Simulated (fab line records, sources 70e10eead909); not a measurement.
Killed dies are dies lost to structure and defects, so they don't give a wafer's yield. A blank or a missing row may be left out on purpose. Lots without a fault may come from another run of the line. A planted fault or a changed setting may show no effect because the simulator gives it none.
Chamber matching | flow nand_harc | NHARC_A_ZERO_WELL_ETCH_19 on rie_diel-05: 4 sister chambers
The step etches the open film in N2/H2, target depth 80 nm, overetch 24 nm, time 87.88 s. 45 wafers are shown with their chamber, then 12 later ones without.

WAFERS WITH THEIR CHAMBER
wafer  | chamber | drypump_motor_current_A (A) | rf_vpp_V (V) | oes_product_au (a.u.)
L075.1 | 2       | 5.2                         | 428.8        | 1.004
L075.4 | 3       | 6.2                         | 433.9        | 0.996
L075.5 | 3       | 6.2                         | 434.8        | 0.997
L077.4 | 1       | 6.1                         | 429.3        | 1.003
L077.5 | 1       | 6.1                         | 429.0        | 1.010
L077.6 | 0       | 5.0                         | 433.1        | 0.992
L078.1 | 0       | 5.0                         | 432.7        | 0.997
L078.3 | 1       | 6.1                         | 430.0        | 1.014
L078.6 | 2       | 5.2                         | 427.0        | 1.014
L079.3 | 3       | 6.2                         | 434.4        | 1.006
L079.5 | 0       | 5.0                         | 431.0        | 1.005
L079.6 | 1       | 6.1                         | 431.4        | 1.024
L080.1 | 3       | 6.2                         | 435.1        | 1.001
L080.2 | 2       | 5.2                         | 428.3        | 0.998
L080.3 | 0       | 5.0                         | 432.2        | 1.009
L081.2 | 2       | 5.2                         | 426.1        | 0.998
L081.4 | 0       | 5.0                         | 431.1        | 0.994
L081.5 | 0       | 5.0                         | 430.8        | 0.991
L082.2 | 0       | 5.0                         | 430.9        | 0.992
L082.5 | 1       | 6.1                         | 428.6        | 1.011
L082.6 | 0       | 5.0                         | 431.4        | 1.000
L083.1 | 3       | 6.2                         | 434.9        | 0.996
L083.2 | 2       | 5.2                         | 426.2        | 0.992
L083.5 | 2       | 5.3                         | 429.2        | 1.004
L085.1 | 3       | 6.2                         | 435.4        | 1.001
L085.2 | 1       | 6.1                         | 430.0        | 1.002
L085.3 | 0       | 5.0                         | 431.2        | 1.004
L084.3 | 1       | 6.1                         | 428.4        | 1.013
L084.4 | 3       | 6.2                         | 435.6        | 1.009
L084.5 | 2       | 5.3                         | 427.9        | 1.005
L086.1 | 3       | 6.2                         | 435.7        | 0.988
L086.3 | 2       | 5.3                         | 425.5        | 0.985
L086.4 | 0       | 5.0                         | 432.2        | 1.010
L088.1 | 1       | 6.1                         | 432.0        | 1.007
L088.4 | 2       | 5.3                         | 428.6        | 1.000
L088.5 | 1       | 6.2                         | 428.9        | 1.008
L089.2 | 3       | 6.2                         | 434.1        | 1.005
L089.4 | 1       | 6.2                         | 428.6        | 1.005
L089.5 | 2       | 5.2                         | 428.7        | 1.008
L090.4 | 2       | 5.3                         | 427.4        | 1.003
L090.5 | 2       | 5.2                         | 427.5        | 0.994
L090.6 | 3       | 6.2                         | 435.2        | 1.015
L092.1 | 3       | 6.2                         | 434.6        | 0.991
L092.2 | 0       | 5.0                         | 431.4        | 1.013
L092.3 | 2       | 5.3                         | 427.7        | 0.986

SIGNATURES (means of the wafers above)
reading                 | chamber 0 | chamber 1 | chamber 2 | chamber 3 | scatter within a chamber
drypump_motor_current_A | 5.000     | 6.120     | 5.246     | 6.200     | 0.0343
rf_vpp_V                | 431.636   | 429.620   | 427.608   | 434.882   | 0.977
oes_product_au          | 1.00064   | 1.00970   | 0.99931   | 1.00045   | 0.0078
Rule: a wafer's distance from a chamber is the root of the sum, over the readings, of the square of ((its reading less the chamber's mean) divided by the reading's scatter). The wafer belongs to the nearest chamber; if the next one is less than 2 further off, it can't be placed. The scatter: the root of (the sum of the squares of (reading less its chamber's mean) over the shown wafers, divided by (wafers less chambers)).

WAFERS WITHOUT THEIR CHAMBER
wafer  | drypump_motor_current_A (A) | rf_vpp_V (V) | oes_product_au (a.u.)
L093.3 | 6.2                         | 434.5        | 0.988
L093.4 | 5.0                         | 431.8        | 1.012
L093.6 | 6.1                         | 429.3        | 0.998
L094.2 | 5.2                         | 428.6        | 0.999
L094.5 | 6.1                         | 428.4        | 0.998
L094.6 | 5.0                         | 433.1        | 1.004
L096.1 | 4.9                         | 430.9        | 1.005
L096.3 | 6.1                         | 429.1        | 0.989
L096.4 | 6.2                         | 435.9        | 0.990
L097.2 | 6.1                         | 429.5        | 1.004
L097.4 | 6.2                         | 432.4        | 1.000
L097.6 | 6.2                         | 434.9        | 0.995

WHICH CHAMBER EACH WENT THROUGH
wafer  | from the rows above     | in truth
L093.3 | 3                       | 3
L093.4 | 0                       | 0
L093.6 | 1                       | 1
L094.2 | 2                       | 2
L094.5 | 1                       | 1
L094.6 | 0                       | 0
L096.1 | 0                       | 0
L096.3 | 1                       | 1
L096.4 | 3                       | 3
L097.2 | 1                       | 1
L097.4 | can't be placed: 3 or 1 | 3
L097.6 | 3                       | 3
Placed correctly: 11 of 12. Can't be placed from these rows: 1 (the true chamber is among the candidates in 1). Placed wrongly: 0.
